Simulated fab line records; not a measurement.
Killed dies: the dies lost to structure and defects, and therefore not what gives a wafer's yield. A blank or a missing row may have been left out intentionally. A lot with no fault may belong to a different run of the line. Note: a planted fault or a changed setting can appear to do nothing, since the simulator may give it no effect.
Which tool did it?	flow n5Finfet	Sampling: 9 lots, 27 wafers, 5 of 1938 route steps

## WHAT THE GAUGES READ, wafer by wafer
N5_MOL_CONTACT_COAG_CD_MEAS_137 targets a cd of 16 nm.
lot	measured	on	cdNm (nm)
L910	day 5 17:54	cdSem-01	16.7 16.2 16.5
L913	day 6 14:43	cdSem-01	16.0 15.9 16.1
L915	day 6 20:56	cdSem-01	15.7 16.1 15.8
L918	day 7 21:00	cdSem-01	16.3 15.6 16.0
L920	day 8 10:45	cdSem-03	- - -
L921	day 8 10:58	cdSem-01	- - -
L923	day 9 03:00	cdSem-02	16.0 16.4 16.2
L930	day 10 15:22	cdSem-01	15.6 15.8 16.3
L931	day 11 03:35	cdSem-03	16.3 15.9 16.0

## WHAT TOOL EACH LOT RAN ON (gives the tool, then ch and the chambers of the sampled wafers, and finally the start)
lot	N5_MOL_CONTACT_COAG_ETCH_15	N5_MOL_CONTACT_COAG_ALD_20	N5_MOL_CONTACT_COAG_CO_FILL_22	N5_MOL_CONTACT_COAG_PECVD_31
L910	rieDiel-02 ch 0,2, day 5 03:40	aldMetal-04 ch 0,1,2, day 5 04:56	cvdCo-01 ch 1,2, day 5 08:22	pecvd-04 ch 0,1, day 5 16:30
L913	rieDiel-06 ch 0,1,3, day 6 04:32	aldMetal-04 ch 0,2,3, day 6 05:23	cvdCo-02 ch 0,2, day 6 08:06	pecvd-02 ch 0,1, day 6 13:26
L915	rieDiel-01 ch 0,1,2, day 6 10:47	aldMetal-02 ch 0,1,3, day 6 11:50	cvdCo-02 ch 0,2, day 6 13:13	pecvd-04 ch 1,2, day 6 19:33
L918	rieDiel-06 ch 2,3, day 7 06:20	aldMetal-04 ch 1,2,3, day 7 08:47	cvdCo-02 ch 1,2, day 7 10:35	pecvd-04 ch 0,1, day 7 19:31
L920	rieDiel-01 ch 0,1,3, day 7 23:52	aldMetal-04 ch 0,3, day 8 00:44	cvdCo-02 ch 0,1,2, day 8 03:19	pecvd-04 ch 0,1,2, day 8 08:50
L921	rieDiel-06 ch 0,1, day 8 02:34	aldMetal-02 ch 1,2, day 8 03:29	cvdCo-02 ch 1,2, day 8 04:17	pecvd-04 ch 0,1, day 8 09:27
L923	rieDiel-02 ch 1,2, day 8 14:16	aldMetal-02 ch 0,1,2, day 8 15:48	cvdCo-01 ch 0,2, day 8 17:05	pecvd-03 ch 0,2, day 9 01:13
L930	rieDiel-02 ch 1,3, day 10 05:01	aldMetal-04 ch 1,2, day 10 05:51	cvdCo-02 ch 0,1, day 10 07:26	pecvd-03 ch 0,1,2, day 10 14:06
L931	rieDiel-01 ch 1,2, day 10 15:06	aldMetal-02 ch 2,3, day 10 16:41	cvdCo-01 ch 0,1, day 10 18:49	pecvd-03 ch 1,2, day 11 01:50
- N5_MOL_CONTACT_COAG_ETCH_15: etches SiNx in CH3F/O2, stops on Si:P, target depth 7 nm.
- N5_MOL_CONTACT_COAG_ALD_20: deposits TiN, target thk 1.5 nm, pulse time 1 s, purge time 3 s.
- N5_MOL_CONTACT_COAG_CO_FILL_22: material Co, precursor CCTBA/H2, target thk 20 nm.
- N5_MOL_CONTACT_COAG_PECVD_31: deposits SiO2 from TEOS/O2, target thk 46 nm, time 8.9 s.

## THE ANSWER, worked out from the rows above alone
Rule: the usual values come from the lots themselves. The widest of any qualifying gaps counts: lots, ordered by their means at a reading, are off when they make up no more than a third of the lots, leave a main group of 4 or more, and stand apart from it by 3 or more times the standard deviation of that group's means. A main group is skipped when, at the precision printed for the reading in the tables above, its means are all equal. A lot without any number at a reading at which 4 lots or more have one is off too. Any other lot the step has rows for is counted as sound.
Off, at N5_MOL_CONTACT_COAG_CD_MEAS_137 on cdNm: L920, L921. Without a number there: L920, L921. The main group: mean 16.1 nm, standard deviation 0.19.
A tool fits if, at a process step before that reading, it ran every lot that is off, and no sound lot after the first of them. The gauges at N5_MOL_CONTACT_COAG_CD_MEAS_137 are tried like those tools. One fits: N5_MOL_CONTACT_COAG_PECVD_31 on pecvd-04. A fault onset in the window from L918 (day 7 19:31, its last sound lot) to L920 (day 8 08:50, its first lot off) fits.

## WHAT WAS PUT IN BY THE SIMULATOR
Whole step skipped at N5_MOL_CONTACT_COAG_PECVD_31 on pecvd-04, starting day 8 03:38. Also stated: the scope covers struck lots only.
Struck lots among those shown: L920, L921. This agrees with what the rule above found.
